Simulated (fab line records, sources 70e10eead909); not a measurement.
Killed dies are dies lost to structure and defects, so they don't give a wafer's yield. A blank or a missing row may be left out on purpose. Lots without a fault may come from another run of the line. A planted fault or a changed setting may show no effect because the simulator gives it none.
Chamber matching | flow nand_harc | NHARC_A_SGD_CUT_ETCH_58 on rie_diel-11: 4 sister chambers
The step etches the open film in CF4, target depth 39 nm, time 65 s. 4 wafers are shown with their chamber, then 8 later ones without.

WAFERS WITH THEIR CHAMBER
wafer  | chamber | showerhead_plenum_p_Torr (Torr)
L081.6 | 3       | 1.68
L087.1 | 1       | 1.73
L087.3 | 2       | 1.76
L089.3 | 0       | 1.67

WAFERS WITHOUT THEIR CHAMBER
wafer  | showerhead_plenum_p_Torr (Torr)
L089.4 | 1.73
L089.6 | 1.76
L092.1 | 1.67
L092.3 | 1.68
L092.4 | 1.73
L094.3 | 1.73
L094.4 | 1.68
L094.5 | 1.75

WHICH CHAMBER EACH WENT THROUGH
wafer  | from the rows above | in truth
L089.4 | 1                   | 1
L089.6 | 2                   | 2
L092.1 | 0                   | 0
L092.3 | 3                   | 3
L092.4 | 1                   | 1
L094.3 | 1                   | 1
L094.4 | 3                   | 3
L094.5 | 2                   | 2
Placed correctly: 8 of 8. Can't be placed from these rows: 0. Placed wrongly: 0.
How it was worked out, from the rows above alone: a wafer's distance from a chamber is the root of the sum, over the readings, of the square of ((its reading less the chamber's mean) divided by the reading's scatter). The wafer belongs to the nearest chamber; if the next one is less than 2 further off, it can't be placed. A chamber's mean is the mean of its shown wafers. The scatter: with one shown wafer a chamber, the root of the mean of the squares of how far each hidden wafer lies from its nearest shown one.
